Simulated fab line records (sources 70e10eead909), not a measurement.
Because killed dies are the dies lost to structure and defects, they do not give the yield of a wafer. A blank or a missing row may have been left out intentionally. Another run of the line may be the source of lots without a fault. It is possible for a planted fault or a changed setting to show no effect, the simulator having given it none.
fab line records -- flow nand-harc
[record] lots = 12, wafers = 36, last-day = 33
route steps=1302 shown P_ZERO_WELL@14 P_STI@73 P_GATE@124 END@1302
lots with no fault: from the same line, run without faults
start-h: start of the lot's first displayed wafer, in hours after the record's first day -- wait-h: time in hours since the lot's previous step -- " unchanged from the row above -- L1.1+2: several wafers, shown together as one row -- - no value, or no start was given -- * or withheld: withheld -- < > ~ a bound
route shown NAME@n: NAME is a module with steps in the file, n the number in the route of the first one -- usual: the fault-free wafers' mean and standard deviation -- same: alike in all rows -- chamber/n: place in a boat -- sites: readings site by site -- _std_site: standard deviation across them -- _edge_site: outer sites' mean less inner sites' -- radius-mm: how far each site lies from the wafer's centre -- mask NAME#n: copy n -- behind: the tool/chamber that last shaped the wafer -- hold: the reason the lot was held/the length of the hold in hours/how it ended -- device: transistor that didn't switch, given as n, p or np -- end of line: the tests these same wafers got at the end of their route -- a step given without rows: its recipe and nothing more -- killed: count of dies lost to structure and defects at first sort (not the wafer's yield) -- map: a wafer's dies, x killed, . not, _ none there
set.NAME: the run value of the setting; set.NAME@STEP: its run value at that earlier step -- model.NAME: the simulator's own value behind a step, which no gauge read
a sample of lots followed through the steps of the route, with each step as a table and each wafer as a row
services: a tool's chamber out of use, with start hour (start-h, from the record's first day; less than 0 if before it), hours out, and reason
[[steps]]
[step NHARC_P_ZERO_WELL_CD_MEAS_11]
[recipe] target-cd-nm = 500, landing-energy-ev = 500
[usual] cd-nm = 500/3.2
lot.wafer,tool,chamber,start-h,wait-h,cd-nm
L776.1,cd-sem-03,0,31.24,-,501
L776.3,cd-sem-03,0,31.24,-,503
L776.4,cd-sem-03,0,31.24,-,500
L777.2,cd-sem-03,0,41.13,-,499
L777.3,cd-sem-03,0,41.13,-,500
L777.4,cd-sem-03,0,41.13,-,495
L778.1,cd-sem-02,0,51.11,-,498
L778.5,cd-sem-02,0,51.11,-,498
L778.6,cd-sem-02,0,51.11,-,497
L780.3,cd-sem-01,0,71.12,-,503
L780.5,cd-sem-01,0,71.12,-,501
L780.6,cd-sem-01,0,71.12,-,499
L781.1,cd-sem-02,0,81.24,-,500
L781.2,cd-sem-02,0,81.24,-,497
L781.5,cd-sem-02,0,81.24,-,498
L782.3,cd-sem-03,0,91.12,-,500
L782.4,cd-sem-03,0,91.12,-,502
L782.5,cd-sem-03,0,91.12,-,504
L786.1,cd-sem-02,0,131.12,-,500
L786.3,cd-sem-02,0,131.12,-,500
L786.6,cd-sem-02,0,131.12,-,497
L787.2,cd-sem-03,0,141.12,-,502
L787.3,cd-sem-03,0,141.12,-,499
L787.4,cd-sem-03,0,141.12,-,497
L793.3,cd-sem-02,0,201.26,-,498
L793.4,cd-sem-02,0,201.26,-,498
L793.5,cd-sem-02,0,201.26,-,503
L794.2,cd-sem-01,0,211.24,-,503
L794.3,cd-sem-01,0,211.24,-,500
L794.5,cd-sem-01,0,211.24,-,504
L795.1,cd-sem-03,0,221.28,-,495
L795.3,cd-sem-03,0,221.28,-,496
L795.4,cd-sem-03,0,221.28,-,494
L798.2,cd-sem-03,0,251.12,-,501
L798.3,cd-sem-03,0,251.12,-,499
L798.4,cd-sem-03,0,251.12,-,503
[step NHARC_P_ZERO_WELL_CD_MEAS_37]
[recipe] target-cd-nm = 720, landing-energy-ev = 500
[usual] cd-nm = 720.4/2.3
lot.wafer,tool,chamber,start-h,wait-h,cd-nm
L776.1,cd-sem-01,0,34.22,-,719.1
L776.3,cd-sem-01,0,34.22,-,721.8
L776.4,cd-sem-01,0,34.22,-,720.8
L777.2,cd-sem-01,0,44.18,-,722.5
L777.3,cd-sem-01,0,44.18,-,717.9
L777.4,cd-sem-01,0,44.18,-,718.0
L778.1,cd-sem-01,0,54.08,-,723.1
L778.5,cd-sem-01,0,54.08,-,717.4
L778.6,cd-sem-01,0,54.08,-,723.8
L780.3,cd-sem-03,0,74.01,-,720.2
L780.5,cd-sem-03,0,74.01,-,719.2
L780.6,cd-sem-03,0,74.01,-,718.3
L781.1,cd-sem-03,0,84.36,-,716.9
L781.2,cd-sem-03,0,84.36,-,722.5
L781.5,cd-sem-03,0,84.36,-,720.9
L782.3,cd-sem-03,0,93.98,-,718.2
L782.4,cd-sem-03,0,93.98,-,717.5
L782.5,cd-sem-03,0,93.98,-,719.9
L786.1,cd-sem-01,0,134.02,-,721.1
L786.3,cd-sem-01,0,134.02,-,722.3
L786.6,cd-sem-01,0,134.02,-,718.7
L787.2,cd-sem-01,0,143.85,-,720.8
L787.3,cd-sem-01,0,143.85,-,720.3
L787.4,cd-sem-01,0,143.85,-,716.6
L793.3,cd-sem-03,0,204.02,-,717.7
L793.4,cd-sem-03,0,204.02,-,723.4
L793.5,cd-sem-03,0,204.02,-,719.1
L794.2,cd-sem-03,0,214.21,-,720.9
L794.3,cd-sem-03,0,214.21,-,721.6
L794.5,cd-sem-03,0,214.21,-,722.2
L795.1,cd-sem-01,0,224.14,-,720.6
L795.3,cd-sem-01,0,224.14,-,722.5
L795.4,cd-sem-01,0,224.14,-,722.1
L798.2,cd-sem-01,0,253.99,-,718.7
L798.3,cd-sem-01,0,253.99,-,719.9
L798.4,cd-sem-01,0,253.99,-,720.6
[step NHARC_P_STI_HM_DEP_30]
[recipe] target-thk-a = 800, temp-c = 790, pressure-mtorr = 300, time-s = 873, material = Si3N4
[usual] pressure-mtorr = 299.9/0.57, spike-tc-lower-C = 789.8/1.2, spike-tc-top-C = 804.4/1.3
lot.wafer,tool,chamber,start-h,wait-h,pressure-mtorr,spike-tc-lower-C,spike-tc-top-C
L776.1,lpcvd-01,0,52.00,3.8,300.5,789.0,802.6
L776.3,lpcvd-01,0,52.00,3.8,301.0,789.6,802.0
L776.4,lpcvd-01,0,52.00,3.8,301.2,789.8,804.3
L777.2,lpcvd-01,1,59.15,3.5,300.5,788.9,804.1
L777.3,lpcvd-01,1,59.15,3.5,300.0,789.1,804.8
L777.4,lpcvd-01,1,59.15,3.5,299.8,788.1,803.7
L778.1,lpcvd-02,1,71.82,3.5,299.2,789.9,804.6
L778.5,lpcvd-02,1,71.82,3.5,299.4,788.6,803.9
L778.6,lpcvd-02,1,71.82,3.5,299.9,791.1,804.5
L780.3,lpcvd-02,0,91.03,3.5,300.9,791.4,805.5
L780.5,lpcvd-02,0,91.03,3.5,300.0,791.9,806.4
L780.6,lpcvd-02,0,91.03,3.5,299.9,791.1,806.1
L781.1,lpcvd-01,1,99.91,3.5,299.6,790.0,804.9
L781.2,lpcvd-01,1,99.91,3.5,298.9,789.7,804.5
L781.5,lpcvd-01,1,99.91,3.5,299.3,790.9,802.5
L782.3,lpcvd-01,1,109.81,3.5,299.7,789.8,804.5
L782.4,lpcvd-01,1,109.81,3.5,300.1,791.4,806.0
L782.5,lpcvd-01,1,109.81,3.5,299.7,787.9,805.3
L786.1,lpcvd-01,1,151.56,3.5,299.9,790.0,804.7
L786.3,lpcvd-01,1,151.56,3.5,300.3,790.0,805.5
L786.6,lpcvd-01,1,151.56,3.5,300.1,792.3,805.3
L787.2,lpcvd-01,0,161.03,3.5,300.9,788.5,803.5
L787.3,lpcvd-01,0,161.03,3.5,300.2,789.4,803.3
L787.4,lpcvd-01,0,161.03,3.5,300.6,790.2,805.0
L793.3,lpcvd-01,0,221.20,3.5,300.1,787.8,802.1
L793.4,lpcvd-01,0,221.20,3.5,301.1,788.3,803.9
L793.5,lpcvd-01,0,221.20,3.5,299.7,787.4,803.8
L794.2,lpcvd-01,0,232.92,3.5,299.8,788.9,802.5
L794.3,lpcvd-01,0,232.92,3.5,300.7,788.4,804.0
L794.5,lpcvd-01,0,232.92,3.5,300.7,789.4,802.8
L795.1,lpcvd-01,0,241.60,3.5,299.9,788.2,803.3
L795.3,lpcvd-01,0,241.60,3.5,301.5,789.5,803.3
L795.4,lpcvd-01,0,241.60,3.5,299.7,790.6,802.2
L798.2,lpcvd-02,1,269.38,3.5,300.4,788.6,805.2
L798.3,lpcvd-02,1,269.38,3.5,299.5,789.0,805.5
L798.4,lpcvd-02,1,269.38,3.5,301.0,786.6,804.0
[step NHARC_P_STI_INSPECT_11]
[usual] raw-defect-count = 6/3.3
lot.wafer,tool,chamber,start-h,wait-h,raw-defect-count
L776.1,defect-inspect-01,-,56.15,0.0,9
L776.3,defect-inspect-01,-,56.15,0.0,6
L776.4,defect-inspect-01,-,56.15,0.0,7
L777.2,defect-inspect-02,-,63.31,0.0,2
L777.3,defect-inspect-02,-,63.31,0.0,4
L777.4,defect-inspect-02,-,63.31,0.0,4
L778.1,defect-inspect-02,-,75.87,0.0,6
L778.5,defect-inspect-02,-,75.87,0.0,3
L778.6,defect-inspect-02,-,75.87,0.0,6
L780.3,defect-inspect-02,-,95.22,0.0,10
L780.5,defect-inspect-02,-,95.22,0.0,3
L780.6,defect-inspect-02,-,95.22,0.0,3
L781.1,defect-inspect-01,-,104.14,0.0,3
L781.2,defect-inspect-01,-,104.14,0.0,5
L781.5,defect-inspect-01,-,104.14,0.0,7
L782.3,defect-inspect-01,-,113.96,0.0,6
L782.4,defect-inspect-01,-,113.96,0.0,5
L782.5,defect-inspect-01,-,113.96,0.0,9
L786.1,defect-inspect-01,-,155.78,0.0,4
L786.3,defect-inspect-01,-,155.78,0.0,2
L786.6,defect-inspect-01,-,155.78,0.0,6
L787.2,defect-inspect-01,-,165.19,0.0,6
L787.3,defect-inspect-01,-,165.19,0.0,10
L787.4,defect-inspect-01,-,165.19,0.0,7
L793.3,defect-inspect-01,-,225.22,0.0,24
L793.4,defect-inspect-01,-,225.22,0.0,23
L793.5,defect-inspect-01,-,225.22,0.0,39
L794.2,defect-inspect-02,-,237.21,0.0,19
L794.3,defect-inspect-02,-,237.21,0.0,19
L794.5,defect-inspect-02,-,237.21,0.0,23
L795.1,defect-inspect-02,-,245.67,0.0,23
L795.3,defect-inspect-02,-,245.67,0.0,15
L795.4,defect-inspect-02,-,245.67,0.0,15
L798.2,defect-inspect-01,-,273.64,0.0,8
L798.3,defect-inspect-01,-,273.64,0.0,3
L798.4,defect-inspect-01,-,273.64,0.0,10
[step NHARC_P_GATE_DESCUM_13]
[recipe] time-s = 3, o2-flow-sccm = 200, ar-flow-sccm = 0, bias-power-w = 0, chemistry = O2
[usual] drypump-motor-current-A = 5.8/0.4, o2-flow-sccm = 200.0/0.61, oes-product-au = 1.007/0.012, rf-vpp-V = 57.8/0.9, showerhead-plenum-p-Torr = 1.90/0.081, throttle-valve-pct = 11.311/0.0089
lot.wafer,tool,chamber,start-h,wait-h,drypump-motor-current-A,o2-flow-sccm,oes-product-au,rf-hours-counter-h,rf-vpp-V,showerhead-plenum-p-Torr,throttle-valve-pct
L776.3,rie-diel-08,3,95.06,-,5.5,199.9,1.024,3.8,57.4,1.86,11.310
L776.4,rie-diel-08,0,95.06,-,5.2,200.4,1.014,2.6,58.7,1.97,11.318
L776.1,rie-diel-08,1,95.06,-,5.4,200.7,0.994,2.5,58.4,1.84,11.327
L777.2,rie-diel-08,0,102.52,-,5.1,199.8,1.007,2.8,57.5,1.97,11.306
L777.3,rie-diel-08,2,102.52,-,5.9,200.2,1.031,3.8,57.4,1.95,11.313
L777.4,rie-diel-08,3,102.52,-,5.4,200.2,1.027,4.0,59.8,1.86,11.321
L778.1,rie-diel-06,2,112.10,-,6.1,200.4,1.012,7.9,56.9,2.00,11.298
L778.5,rie-diel-06,1,112.10,-,6.2,199.5,1.011,-,56.0,1.79,11.294
L778.6,rie-diel-06,3,112.10,-,5.6,200.5,0.999,-,59.3,1.89,11.320
L781.1,rie-diel-08,2,135.42,-,5.9,199.9,1.022,5.8,56.7,1.95,11.308
L781.2,rie-diel-08,0,135.42,-,5.1,200.8,1.015,4.7,58.5,1.97,11.305
L781.5,rie-diel-08,2,135.42,-,5.8,200.2,1.028,-,57.9,1.95,11.328
L780.3,rie-diel-12,2,135.48,-,5.7,200.2,0.998,3.2,58.2,1.81,11.321
L780.5,rie-diel-12,0,135.48,-,5.9,200.5,0.973,-,57.7,1.84,11.334
L780.6,rie-diel-12,1,135.48,-,5.9,200.0,0.997,-,58.5,1.96,11.311
L782.4,rie-diel-08,1,153.53,-,5.4,199.2,0.980,5.1,58.1,1.84,11.311
L782.3,rie-diel-08,0,153.53,-,5.1,200.6,1.006,5.1,58.2,1.97,11.315
L782.5,rie-diel-08,2,153.53,-,5.9,200.1,1.015,-,58.3,1.95,11.319
L786.3,rie-diel-12,3,194.71,-,6.2,199.7,1.000,5.6,57.0,1.81,11.309
L786.1,rie-diel-12,0,194.71,-,6.0,201.2,0.970,6.8,58.3,1.84,11.312
L786.6,rie-diel-12,0,194.71,-,5.9,201.6,0.976,-,59.2,1.84,11.317
L787.3,rie-diel-06,1,202.11,-,6.2,200.2,1.024,2.7,56.5,1.79,11.329
L787.2,rie-diel-06,3,202.11,-,5.5,200.0,1.004,3.9,57.7,1.89,11.317
L787.4,rie-diel-06,0,202.11,-,6.6,200.5,1.008,2.0,57.5,2.06,11.291
L793.3,rie-diel-06,3,261.77,-,5.6,199.9,1.003,5.9,57.6,1.89,11.307
L793.5,rie-diel-06,1,261.77,-,6.2,199.9,1.023,-,56.7,1.79,11.320
L793.4,rie-diel-06,2,261.77,-,6.1,199.6,1.001,-,58.0,1.99,11.322
L794.3,rie-diel-06,1,275.38,-,6.2,199.6,1.023,5.3,58.9,1.78,11.332
L794.2,rie-diel-06,3,275.38,-,5.6,200.0,1.019,7.3,58.9,1.89,11.305
L794.5,rie-diel-06,1,275.38,-,6.2,200.6,1.015,-,56.1,1.78,11.292
L795.1,rie-diel-06,2,282.60,-,6.1,200.0,1.000,6.7,59.9,1.99,11.303
L795.4,rie-diel-06,3,282.60,-,5.6,200.1,1.005,7.8,56.6,1.89,11.314
L795.3,rie-diel-06,1,282.60,-,6.1,200.5,1.014,6.3,56.2,1.78,11.313
L798.3,rie-diel-12,0,310.85,-,5.9,200.2,1.010,1.3,58.2,1.84,11.307
L798.2,rie-diel-12,1,310.85,-,5.9,200.3,1.009,1.2,58.8,1.95,11.320
L798.4,rie-diel-12,3,310.85,-,6.2,200.3,1.013,-,57.0,1.81,11.303
[step NHARC_END_SORT_01]
[recipe] temp-c = 25
[usual] killed-at-array = 55/22, killed-at-other = 0.9/1.2, killed-at-periphery = 3.6/2.3, killed-dies = 60/22, killed-open = 3.2/1.9, killed-short = 2.5/1.6
[same] gross-dies = 677
lot.wafer,tool,chamber,start-h,wait-h,killed-at-array,killed-at-other,killed-at-periphery,killed-dies,killed-open,killed-short
L776.1,prober-02,0,570.00,2.5,36,0,5,41,4,3
L776.3,prober-02,0,571.61,3.1,26,1,5,32,3,2
L776.4,prober-02,0,572.42,3.4,43,0,4,47,3,3
L787.2,prober-02,0,688.33,2.8,57,1,3,61,3,7
L787.3,prober-02,0,689.14,3.1,47,5,1,53,3,2
L787.4,prober-02,0,689.94,3.4,51,0,2,53,2,3
L794.2,prober-01,0,750.03,2.8,78,2,15,95,6,6
L794.3,prober-01,0,750.83,3.1,67,1,18,86,2,2
L794.5,prober-01,0,752.45,3.7,81,1,20,102,7,4
L793.3,prober-01,0,758.72,3.1,28,0,14,42,2,4
L793.4,prober-01,0,759.53,3.4,34,1,19,54,10,0
L793.5,prober-01,0,760.33,3.7,38,0,21,59,6,8
L795.1,prober-02,0,771.78,2.5,58,0,16,74,4,1
L795.3,prober-02,0,773.39,3.1,59,0,13,72,3,1
L795.4,prober-02,0,774.20,3.4,55,1,13,69,5,1
// killed by level:class
L776.1 A_SLIT:chamber-film-flake=13 A_CHANNEL_HOLE_D2:chamber-film-flake=10 A_CONTACT:chamber-film-flake=4 A_ZERO_WELL:chamber-film-flake=2 A_WL_FILL:chamber-film-flake=2 P_M0:geometric-particle:short=1 P_M0:geometric-particle:open=1 P_M2:geometric-particle:open=1
L776.3 A_SLIT:chamber-film-flake=14 A_CHANNEL_HOLE_D2:chamber-film-flake=3 P_M1:chamber-film-flake=2 A_CONTACT:chamber-film-flake=2 P_M2:geometric-particle:open=1 A_SOURCE_PLATE:geometric-particle:short=1 A_ONON_D1:geometric-particle:short=1 A_CHANNEL_FILL_D1:geometric-particle:open=1
L776.4 A_SLIT:chamber-film-flake=24 A_CHANNEL_HOLE_D2:chamber-film-flake=7 A_CONTACT:chamber-film-flake=4 A_WL_FILL:chamber-film-flake=2 P_STI:geometric-particle:open=1 P_STI:geometric-particle:short=1 A_SOURCE_PLATE:geometric-particle:short=1 A_ONON_D1:geometric-particle:open=1
L787.2 A_CHANNEL_HOLE_D2:chamber-film-flake=17 A_CHANNEL_HOLE_D1:chamber-film-flake=11 A_CONTACT:chamber-film-flake=6 A_STAIRCASE:chamber-film-flake=5 A_WL_FILL:chamber-film-flake=5 A_SLIT:chamber-film-flake=3 A_CHANNEL_FILL_D1:geometric-particle:short=2 A_DECK1_JOINT:geometric-particle:short=2
L787.3 A_CHANNEL_HOLE_D2:chamber-film-flake=16 A_CHANNEL_HOLE_D1:chamber-film-flake=10 A_WL_FILL:chamber-film-flake=4 A_CONTACT:chamber-film-flake=4 A_STAIRCASE:chamber-film-flake=3 A_CHANNEL_FILL_D1:chamber-film-flake=2 A_SGD_CUT:chamber-film-flake=2 HYBRID_BOND:chamber-film-flake=2
L787.4 A_CHANNEL_HOLE_D2:chamber-film-flake=26 A_CHANNEL_HOLE_D1:chamber-film-flake=11 A_WL_FILL:chamber-film-flake=3 P_ZERO_WELL:chamber-film-flake=2 A_ONON_D1:geometric-particle:short=1 A_ONON_D1:geometric-particle:open=1 A_WL_FILL:geometric-particle:short=1 A_CONTACT:geometric-particle:open=1
L794.2 A_CHANNEL_HOLE_D1:chamber-film-flake=30 A_CHANNEL_HOLE_D2:chamber-film-flake=26 P_STI:unspecified=13 A_CONTACT:chamber-film-flake=5 A_SLIT:chamber-film-flake=4 A_ONON_D1:geometric-particle:short=2 A_M0:geometric-particle:open=2 P_M0:geometric-particle:open=1
L794.3 A_CHANNEL_HOLE_D1:chamber-film-flake=30 A_CHANNEL_HOLE_D2:chamber-film-flake=17 P_STI:unspecified=15 A_SLIT:chamber-film-flake=7 A_CONTACT:chamber-film-flake=5 P_M1:chamber-film-flake=2 A_CHANNEL_FILL_D2:chamber-film-flake=2 A_SOURCE_PLATE:geometric-particle:short=1
L794.5 A_CHANNEL_HOLE_D1:chamber-film-flake=41 A_CHANNEL_HOLE_D2:chamber-film-flake=17 P_STI:unspecified=13 A_CONTACT:chamber-film-flake=8 P_ZERO_WELL:chamber-film-flake=4 A_BLC:geometric-particle:open=3 A_CHANNEL_FILL_D2:geometric-particle:short=2 A_M0:geometric-particle:short=2
L793.3 P_STI:unspecified=12 A_SLIT:chamber-film-flake=9 A_CHANNEL_HOLE_D1:chamber-film-flake=5 A_ZERO_WELL:chamber-film-flake=3 A_WL_FILL:chamber-film-flake=3 A_DECK1_JOINT:geometric-particle:short=2 A_CONTACT:chamber-film-flake=2 A_CHANNEL_FILL_D1:geometric-particle:open=1
L793.4 P_STI:unspecified=15 A_CHANNEL_HOLE_D1:chamber-film-flake=12 A_SLIT:chamber-film-flake=11 P_GATE:geometric-particle:open=2 A_CHANNEL_FILL_D2:geometric-particle:open=2 A_CONTACT:chamber-film-flake=2 P_CONTACT:geometric-particle:open=1 A_DECK1_JOINT:geometric-particle:open=1
L793.5 P_STI:unspecified=18 A_CHANNEL_HOLE_D1:chamber-film-flake=11 A_SLIT:chamber-film-flake=8 A_CHANNEL_FILL_D1:geometric-particle:short=3 A_STAIRCASE:chamber-film-flake=3 A_ONON_D1:geometric-particle:short=2 A_M0:geometric-particle:open=2 P_ZERO_WELL:chamber-film-flake=2
L795.1 A_CHANNEL_HOLE_D2:chamber-film-flake=23 A_CONTACT:chamber-film-flake=12 P_STI:unspecified=12 A_CHANNEL_HOLE_D1:chamber-film-flake=10 A_SLIT:chamber-film-flake=5 P_GATE:chamber-film-flake=2 P_BONDPAD:chamber-film-flake=2 A_WL_FILL:chamber-film-flake=2
L795.3 A_CHANNEL_HOLE_D2:chamber-film-flake=24 A_CHANNEL_HOLE_D1:chamber-film-flake=12 P_STI:unspecified=11 A_SLIT:chamber-film-flake=10 A_CONTACT:chamber-film-flake=4 A_CHANNEL_FILL_D2:chamber-film-flake=3 A_CHANNEL_FILL_D1:chamber-film-flake=2 P_CONTACT:geometric-particle:open=1
L795.4 A_CONTACT:chamber-film-flake=17 A_CHANNEL_HOLE_D2:chamber-film-flake=14 P_STI:unspecified=11 A_CHANNEL_HOLE_D1:chamber-film-flake=5 A_CHANNEL_FILL_D1:chamber-film-flake=5 A_SLIT:chamber-film-flake=5 P_M0:geometric-particle:open=2 A_STAIRCASE:chamber-film-flake=2
[[services]]
tool,chamber,start-h,hours,kind
rie-diel-12,1,32.82,6.4,repair
rie-diel-06,0,35.70,-,clean
lpcvd-01,-,58.20,0.5,repair
rie-diel-12,-,91.40,9.0,pm
rie-diel-06,0,101.14,32.2,repair
rie-diel-06,1,126.31,24.1,repair
rie-diel-06,2,129.34,1.4,repair
rie-diel-06,-,130.20,9.0,pm
rie-diel-06,0,143.19,13.9,repair
rie-diel-08,1,171.81,2.3,repair
rie-diel-08,-,190.80,9.0,pm
lpcvd-02,-,195.55,1.5,repair
lpcvd-02,-,205.31,26.2,repair
rie-diel-08,1,221.98,10.4,repair
rie-diel-08,0,224.03,3.3,repair
rie-diel-08,0,231.45,4.5,repair
lpcvd-02,-,239.61,1.1,repair
rie-diel-12,1,243.10,13.9,repair
rie-diel-06,0,250.52,12.5,repair
rie-diel-12,-,268.40,9.0,pm
lpcvd-02,-,284.89,0.8,repair
rie-diel-12,2,303.92,14.4,repair
rie-diel-06,-,307.20,9.0,pm
rie-diel-08,0,307.62,2.7,repair
[[key]]
[first-sign] step = NHARC_P_STI_INSPECT_11, reading = raw-defect-count, direction = up, sigmas = 5, usual = 6, struck = 22
[effect] step = NHARC_END_SORT_01, reading = killed-at-periphery, direction = up, sigmas = 5.7, usual = 3.6, struck = 16.6
met-at NHARC_P_STI_HM_DEP_30
struck-lots L793,L794,L795
struck-wafers L793.3,L793.4,L793.5,L794.2,L794.3,L794.5,L795.1,L795.3,L795.4
tester-left-out L793,L794,L795
not-acting-at NHARC_P_ZERO_WELL_CD_MEAS_11,NHARC_P_ZERO_WELL_CD_MEAS_37,NHARC_P_GATE_DESCUM_13
onset-between 161.03 221.20
[fault] kind = chamber-particle-source, tool = lpcvd-01, chamber = 0, onset-h = 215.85, steps = NHARC_P_STI_HM_DEP_30, rate-per-visit-cm2 = 0.023937, end-h = 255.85
// tester-left-out: of these lots the tester's yield and bins aren't shown, on N5 and GAA mostly nor the transistor test; their killed dies are dies lost to structure and defects alone, not to doping, threshold or leakage, so they don't give the yield
